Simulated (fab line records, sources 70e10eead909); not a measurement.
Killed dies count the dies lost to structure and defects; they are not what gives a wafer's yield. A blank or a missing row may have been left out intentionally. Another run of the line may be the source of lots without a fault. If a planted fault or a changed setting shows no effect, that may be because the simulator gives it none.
Struck lot and sound lot, side by side + flow nand_harc + 14 steps out of a route of 1159
Sound: the wafers L458.1, L458.3, L458.6. Struck: wafer L462.3 (left out: L462.2, a lot-mate that was not struck); the cause follows at the end.
Order at every step that has rows: each side's tool, ch and its chambers, its first start. Under that, the readings that differ: sound wafers + struck wafers + difference of the means + sigmas: that difference in standard deviations of wafers without a fault.
alike: words and numbers the same on both sides, and readings whose means are apart by under 2 such deviations; not compared: readings that were withheld, readings missing a value for some wafer, numbers with overlapping values and no deviation given by the record, and bounds like >300 which may hide the same value.
The two part at a step that has a row with sigmas, a row that says differs or no value, or rows on one side only. Numbers that don't overlap but have no deviation are shown without sigmas and don't part them. A reading that every wafer of one side lacks parts them only if that side has two wafers or more.

first, 7 steps without rows for these wafers: NHARC_A_STAIRCASE_COAT_178; NHARC_A_STAIRCASE_SOFTBAKE_179 (time 170 s); NHARC_A_STAIRCASE_EBR_180; NHARC_A_STAIRCASE_EXPOSE_181 (exposes mask STAIR 2); NHARC_A_STAIRCASE_PEB_182 (peb time 130 s); NHARC_A_STAIRCASE_DEVELOP_183 (time 140 s); NHARC_A_STAIRCASE_HARDBAKE_185 (time 140 s).
NHARC_A_STAIRCASE_DESCUM_186: chemistry O2, time 3 s.
  sound on rie_diel-05 ch 0,3, day 13 18:44; struck on rie_diel-05 ch 0, day 14 19:17
  alike: chamber_pressure_mTorr, drypump_motor_current_A, oes_product_au, rf_vpp_V, showerhead_plenum_p_Torr, throttle_valve_pct
  not compared: rf_hours_counter_h
NHARC_A_STAIRCASE_TRIM_187: chemistry O2, time 211.2 s.
  sound on rie_diel-05 ch 0,1, day 13 18:50; struck on rie_diel-05 ch 0, day 14 19:25
  alike: chamber_pressure_mTorr, drypump_motor_current_A, oes_product_au, rf_vpp_V, showerhead_plenum_p_Torr, throttle_valve_pct
  not compared: rf_hours_counter_h
NHARC_A_STAIRCASE_ETCH_188: etches the open film in C4F8/O2, target depth 100 nm, time 40.5 s.
  sound: rie_diel-05 ch 0,3; struck: rie_diel-05 ch 2
  alike: chamber_pressure_mTorr, oes_product_au, rf_vpp_V, run_length_s
  not compared: rf_hours_counter_h
NHARC_A_STAIRCASE_TRIM_189: chemistry O2, time 211.2 s.
  sound: rie_diel-05 ch 0,1,3; struck: rie_diel-05 ch 2
| reading               | sound             | struck | difference | sigmas |
|-----------------------|-------------------|--------|------------|--------|
| oes_product_au (a.u.) | 1.005 1.010 1.027 | 0.994  | -0.020     | -2     |
  alike: chamber_pressure_mTorr, drypump_motor_current_A, rf_vpp_V, showerhead_plenum_p_Torr, throttle_valve_pct
  not compared: rf_hours_counter_h
NHARC_A_STAIRCASE_ETCH_190: etches the open film in C4F8/O2, target depth 100 nm, time 40.5 s.
  sound on rie_diel-05 ch 1,3, day 13 19:17; struck on rie_diel-05 ch 0, day 14 19:50
| reading                        | sound                | struck | difference | sigmas |
|--------------------------------|----------------------|--------|------------|--------|
| chamber_pressure_mTorr (mTorr) | 24.974 24.981 24.964 | 25.023 | +0.050     | +2     |
| oes_product_au (a.u.)          | 0.940 0.937 0.934    | 0.958  | +0.021     | +2     |
| run_length_s (s)               | 61.3 62.0 61.8       | 71.8   | +10.1      | +30    |
  alike: rf_vpp_V
  not compared: rf_hours_counter_h
NHARC_A_STAIRCASE_TRIM_191: chemistry O2, time 211.2 s.
  sound: rie_diel-05 ch 1,3; struck: rie_diel-05 ch 0
  alike: chamber_pressure_mTorr, drypump_motor_current_A, oes_product_au, rf_vpp_V, showerhead_plenum_p_Torr, throttle_valve_pct
  not compared: rf_hours_counter_h
-- break in the record here, with 9 days between the starts of the struck wafers on either side (left off in module A_STAIRCASE, picked up again in module END, where the first step shown is number 1159 on the route) --
NHARC_END_SORT_01:
  only the struck wafers appear in the record here, on prober-02 ch 0 at day 23 14:02; the sound ones have no rows

## WHERE THEY PART
Last at NHARC_END_SORT_01 as far as this record goes, first at NHARC_A_STAIRCASE_TRIM_189.

WHY: what had been put in by the simulator
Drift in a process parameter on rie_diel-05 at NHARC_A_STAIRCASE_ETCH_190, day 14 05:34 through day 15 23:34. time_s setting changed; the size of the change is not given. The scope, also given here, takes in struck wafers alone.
